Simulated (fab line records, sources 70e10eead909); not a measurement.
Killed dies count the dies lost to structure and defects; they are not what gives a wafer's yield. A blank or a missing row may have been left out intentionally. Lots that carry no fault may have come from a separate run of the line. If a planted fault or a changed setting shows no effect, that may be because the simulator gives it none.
fab line records	flow nand-harc
[record] lots = 13	wafers = 39	last-day = 24
route steps=1159 shown A_ZERO_WELL@412 A_ONON_D1@425 END@1159
lots with no fault: from the same line, run without faults
start-h: start of the lot's first displayed wafer, in hours after the record's first day	wait-h: hours since the lot's step before	" unchanged from the row above	L1.1+2: one row covering several wafers at once	- value missing, or start not given	* or withheld: withheld	< > ~ a bound
route shown NAME@n: a module of which the file shows steps, and the number in the route of the first	usual: average and standard deviation across the fault-free wafers	same: alike in all rows	chamber/n: place in a boat	sites: per-site readings	_std_site: their standard deviation	_edge_site: inner sites' mean taken away from outer sites' mean	radius-mm: how far each site lies from the wafer's centre	mask NAME#n: copy n	behind: the last tool/chamber to shape the wafer	hold: why the lot went on hold/how many hours it stayed there/how the hold came to an end	device: the n, p or np transistor that did not switch	end of line: at the end of the route, the tests of the same wafers	a step given without rows: its recipe and nothing more	killed: at the first sort, the dies lost to defects and structure; wafer yield is something else	map: dies across one wafer; x = killed, . = not, _ = none there
set.NAME: the setting the step ran with; set.NAME@STEP: the setting that earlier step ran with	model.NAME: the simulator's own value behind a step, which no gauge read
route steps across a sampled set of lots; one table per step, one row per wafer
services: from which hour (start-h, from the record's first day; less than 0 if before it) a tool's chamber was out of use, for how many hours, and why
[[steps]]
[step NHARC_A_ZERO_WELL_INSPECT_17]
[usual] raw-defect-count = 12/6.2
lot.wafer	tool	chamber	start-h	wait-h	raw-defect-count
L622.2	defect-inspect-02	-	127.47	0.1	11
L622.4	"	-	"	"	8
L622.6	"	-	"	"	6
L623.1	defect-inspect-02	-	144.16	0.2	10
L623.3	"	-	"	"	3
L623.6	"	-	"	"	11
L624.2	defect-inspect-02	-	145.11	0.1	18
L624.3	"	-	"	"	32
L624.5	"	-	"	"	20
L627.1	defect-inspect-02	-	166.92	0.2	12
L627.2	"	-	"	"	12
L627.3	"	-	"	"	10
L629.4	defect-inspect-02	-	178.26	0.1	16
L629.5	"	-	"	"	9
L629.6	"	-	"	"	18
L628.1	defect-inspect-02	-	178.62	0.2	19
L628.5	"	-	"	"	9
L628.6	"	-	"	"	18
L635.2	defect-inspect-02	-	219.74	0.1	15
L635.3	"	-	"	"	19
L635.5	"	-	"	"	12
L632.2	defect-inspect-01	-	225.53	0.1	31
L632.3	"	-	"	"	8
L632.4	"	-	"	"	5
L638.1	defect-inspect-02	-	237.71	0.2	8
L638.2	"	-	"	"	7
L638.3	"	-	"	"	10
L642.1	defect-inspect-01	-	245.87	0.2	11
L642.3	"	-	"	"	4
L642.5	"	-	"	"	5
L639.4	defect-inspect-01	-	246.16	0.1	15
L639.5	"	-	"	"	25
L639.6	"	-	"	"	19
L640.1	defect-inspect-01	-	254.21	0.2	16
L640.2	"	-	"	"	8
L640.6	"	-	"	"	5
L645.2	defect-inspect-01	-	268.75	0.1	10
L645.3	"	-	"	"	11
L645.6	"	-	"	"	9
[step NHARC_A_ONON_D1_THK_MEAS_02]
[recipe] thk-meas-gauge = ellipsometry
[usual] thk-nm = 999/9.4
lot.wafer	tool	chamber	start-h	wait-h	thk-nm
L622.2	film-metro-02	-	148.41	-	1006
L622.4	"	-	"	"	1007
L622.6	"	-	"	"	1005
L624.2	film-metro-01	-	165.53	-	997
L624.3	"	-	"	"	999
L624.5	"	-	"	"	995
L623.1	film-metro-02	-	165.57	-	1002
L623.3	"	-	"	"	1003
L623.6	"	-	"	"	1004
L627.1	film-metro-01	-	190.71	-	978
L627.2	"	-	"	"	976
L627.3	"	-	"	"	976
L628.1	film-metro-02	-	198.99	-	1003
L628.5	"	-	"	"	1001
L628.6	"	-	"	"	1000
L629.4	film-metro-02	-	199.00	-	992
L629.5	"	-	"	"	994
L629.6	"	-	"	"	992
L635.2	film-metro-01	-	240.43	-	1014
L635.3	"	-	"	"	1012
L635.5	"	-	"	"	1013
L632.2	film-metro-02	-	250.52	-	1001
L632.3	"	-	"	"	1000
L632.4	"	-	"	"	998
L638.1	film-metro-01	-	261.04	-	1002
L638.2	"	-	"	"	1001
L638.3	"	-	"	"	1003
L642.1	film-metro-01	-	269.58	-	984
L642.3	"	-	"	"	985
L642.5	"	-	"	"	983
L639.4	film-metro-02	-	269.61	-	994
L639.5	"	-	"	"	993
L639.6	"	-	"	"	991
L640.1	film-metro-01	-	276.11	-	984
L640.2	"	-	"	"	984
L640.6	"	-	"	"	985
L645.2	film-metro-02	-	289.89	-	1006
L645.3	"	-	"	"	1006
L645.6	"	-	"	"	1007
[step NHARC_A_ONON_D1_THK_MEAS_21]
[recipe] thk-meas-gauge = ellipsometry
[usual] thk-nm = 998/11
lot.wafer	tool	chamber	start-h	wait-h	thk-nm
L622.2	film-metro-01	-	161.36	-	1008
L622.4	"	-	"	"	1009
L622.6	"	-	"	"	1008
L624.2	film-metro-02	-	175.50	-	977
L624.3	"	-	"	"	977
L624.5	"	-	"	"	977
L623.1	film-metro-01	-	175.54	-	1001
L623.3	"	-	"	"	1001
L623.6	"	-	"	"	1001
L627.1	film-metro-02	-	200.83	-	1016
L627.2	"	-	"	"	1018
L627.3	"	-	"	"	1015
L629.4	film-metro-01	-	208.91	-	983
L629.5	"	-	"	"	984
L629.6	"	-	"	"	984
L628.1	film-metro-02	-	208.95	-	1000
L628.5	"	-	"	"	1001
L628.6	"	-	"	"	996
L635.2	film-metro-02	-	250.87	-	998
L635.3	"	-	"	"	998
L635.5	"	-	"	"	1000
L632.2	film-metro-02	-	260.70	-	1000
L632.3	"	-	"	"	1001
L632.4	"	-	"	"	999
L638.1	film-metro-02	-	271.08	-	992
L638.2	"	-	"	"	990
L638.3	"	-	"	"	990
L639.4	film-metro-02	-	279.49	-	1009
L639.5	"	-	"	"	1011
L639.6	"	-	"	"	1011
L642.1	film-metro-01	-	279.50	-	997
L642.3	"	-	"	"	997
L642.5	"	-	"	"	996
L640.1	film-metro-02	-	286.04	-	992
L640.2	"	-	"	"	991
L640.6	"	-	"	"	991
L645.2	film-metro-01	-	298.32	-	992
L645.3	"	-	"	"	991
L645.6	"	-	"	"	990
[step NHARC_A_ONON_D1_DEP_22]
[recipe] target-thk-a = 10000	n2-flow-sccm = 2750	n2o-flow-sccm = 2000	nh3-flow-sccm = 500	sih4-flow-sccm = 210	temp-c = 400
[usual] nh3-flow-sccm = 500.0/1.7
lot.wafer	tool	chamber	start-h	wait-h	nh3-flow-sccm
L622.2	pecvd-onon-04	0	161.47	0.1	499.1
L622.4	"	0	"	"	500.5
L622.6	"	0	"	"	499.2
L623.1	pecvd-onon-04	0	175.60	0.1	500.0
L623.3	"	0	"	"	499.8
L623.6	"	0	"	"	500.5
L624.2	pecvd-onon-02	0	175.61	0.1	499.9
L624.3	"	0	"	"	500.6
L624.5	"	0	"	"	500.0
L627.1	pecvd-onon-04	0	200.88	0.1	503.5
L627.2	"	0	"	"	503.8
L627.3	"	0	"	"	501.5
L628.1	pecvd-onon-01	0	209.00	0.1	501.0
L628.5	"	0	"	"	502.9
L628.6	"	0	"	"	499.0
L629.4	pecvd-onon-02	0	209.16	0.2	499.7
L629.5	"	0	"	"	497.1
L629.6	"	0	"	"	498.5
L635.2	pecvd-onon-01	0	251.10	0.2	500.7
L635.3	"	0	"	"	499.0
L635.5	"	0	"	"	501.1
L632.2	pecvd-onon-04	0	260.82	0.1	496.3
L632.3	"	0	"	"	496.3
L632.4	"	0	"	"	494.6
L638.1	pecvd-onon-04	0	271.13	0.1	497.2
L638.2	"	0	"	"	499.5
L638.3	"	0	"	"	499.8
L642.1	pecvd-onon-04	0	279.55	0.1	499.3
L642.3	"	0	"	"	499.9
L642.5	"	0	"	"	500.2
L639.4	pecvd-onon-02	0	279.72	0.2	499.3
L639.5	"	0	"	"	498.3
L639.6	"	0	"	"	501.6
L640.1	pecvd-onon-02	0	286.10	0.1	498.8
L640.2	"	0	"	"	500.5
L640.6	"	0	"	"	499.5
L645.2	pecvd-onon-04	0	298.43	0.1	499.2
L645.3	"	0	"	"	499.5
L645.6	"	0	"	"	497.8
[step NHARC_A_ONON_D1_THK_MEAS_24]
[recipe] thk-meas-gauge = ellipsometry
[usual] thk-nm = 1002/12
lot.wafer	tool	chamber	start-h	wait-h	thk-nm
L622.2	film-metro-02	-	161.92	-	1007
L622.4	"	-	"	"	1006
L622.6	"	-	"	"	1006
L624.2	film-metro-01	-	176.07	-	1022
L624.3	"	-	"	"	1021
L624.5	"	-	"	"	1020
L623.1	film-metro-02	-	176.11	-	1003
L623.3	"	-	"	"	1005
L623.6	"	-	"	"	1005
L627.1	film-metro-02	-	201.39	-	1002
L627.2	"	-	"	"	1003
L627.3	"	-	"	"	1003
L629.4	film-metro-02	-	209.50	-	987
L629.5	"	-	"	"	986
L629.6	"	-	"	"	987
L628.1	film-metro-01	-	209.54	-	973
L628.5	"	-	"	"	975
L628.6	"	-	"	"	973
L635.2	film-metro-01	-	251.55	-	999
L635.3	"	-	"	"	1000
L635.5	"	-	"	"	675
L632.2	film-metro-02	-	261.27	-	1003
L632.3	"	-	"	"	1003
L632.4	"	-	"	"	1003
L638.1	film-metro-01	-	271.64	-	996
L638.2	"	-	"	"	995
L638.3	"	-	"	"	995
L639.4	film-metro-01	-	280.06	-	1019
L639.5	"	-	"	"	1018
L639.6	"	-	"	"	1020
L642.1	film-metro-02	-	280.06	-	992
L642.3	"	-	"	"	993
L642.5	"	-	"	"	992
L640.1	film-metro-02	-	286.60	-	1010
L640.2	"	-	"	"	1009
L640.6	"	-	"	"	1010
L645.2	film-metro-01	-	298.89	-	1010
L645.3	"	-	"	"	1010
L645.6	"	-	"	"	1013
[step NHARC_END_SORT_01]
[recipe] temp-c = 25
[usual] killed-at-array = 29/11	killed-at-other = 0.6/0.92	killed-at-periphery = 3.2/2	killed-dies = 33/11	killed-open = 3.2/2	killed-short = 1.9/1.5
[same] gross-dies = 677
lot.wafer	tool	chamber	start-h	wait-h	killed-at-array	killed-at-other	killed-at-periphery	killed-dies	killed-open	killed-short
L635.2	prober-01	0	511.62	2.8	45	0	6	51	4	1
L635.3	prober-01	0	512.40	3.1	45	0	2	47	2	3
L635.5	prober-01	0	513.97	3.6	676	0	1	677	7	1
// killed by level:class
L635.2 A_CHANNEL_HOLE_D1:chamber-film-flake=22 A_SLIT:chamber-film-flake=9 A_CONTACT:chamber-film-flake=8 P_ZERO_WELL:chamber-film-flake=4 A_CHANNEL_FILL_D1:geometric-particle:open=2 P_STI:geometric-particle:open=1 A_CHANNEL_HOLE_D1:geometric-particle:short=1 A_CONTACT:geometric-particle:open=1
L635.3 A_SLIT:chamber-film-flake=17 A_CHANNEL_HOLE_D1:chamber-film-flake=15 A_STAIRCASE:chamber-film-flake=3 A_CONTACT:chamber-film-flake=3 A_ONON_D1:geometric-particle:short=1 A_CHANNEL_HOLE_D1:geometric-particle:short=1 A_CHANNEL_FILL_D1:geometric-particle:open=1 A_WL_FILL:geometric-particle:short=1
L635.5 A_ONON_D1:area-dep=641 A_CHANNEL_HOLE_D1:chamber-film-flake=16 A_SLIT:chamber-film-flake=11 A_CONTACT:geometric-particle:open=3 P_M0:geometric-particle:open=1 A_ONON_D1:geometric-particle:open=1 A_CHANNEL_HOLE_D1:geometric-particle:open=1 A_CHANNEL_FILL_D1:geometric-particle:open=1
[[services]]
tool	chamber	start-h	hours	kind
pecvd-onon-01	-	195.16	13.0	pm
pecvd-onon-04	-	237.00	13.0	pm
pecvd-onon-02	-	247.08	3.0	repair
pecvd-onon-02	-	292.35	13.0	pm
[[key]]
[first-sign] step = NHARC_A_ONON_D1_THK_MEAS_24	reading = thk-nm	direction = down	sigmas = 28	usual = 1002	struck = 675
[effect] step = NHARC_END_SORT_01	reading = killed-at-array	direction = up	sigmas = 61	usual = 29	struck = 676
[more-kills-born-at] NHARC_A_ONON_D1_DEP_22@pecvd-onon-01 = 641
met-at NHARC_A_ONON_D1_DEP_22
struck-lots L635
struck-wafers L635.5
later-rows-left-out L635.5
tester-left-out L635
not-acting-at NHARC_A_ZERO_WELL_INSPECT_17,NHARC_A_ONON_D1_THK_MEAS_02,NHARC_A_ONON_D1_THK_MEAS_21
onset-between 209.00 251.10
[fault] kind = process-parameter-drift	tool = pecvd-onon-01	chamber = -	onset-h = 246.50	steps = NHARC_A_ONON_D1_DEP_22	channel = target-thk-a	offset = *	shape = step	end-h = 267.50	scope = struck-wafers-only	acts-in = *	stated = *
// tester-left-out: of these lots the tester's yield and bins aren't shown, on N5 and GAA mostly nor the transistor test; their killed dies are dies lost to structure and defects alone, not to doping, threshold or leakage, so they don't give the yield
// later-rows-left-out: the simulator's readings of these wafers behind a module that went badly wrong aren't trusted and aren't shown, but for the sort
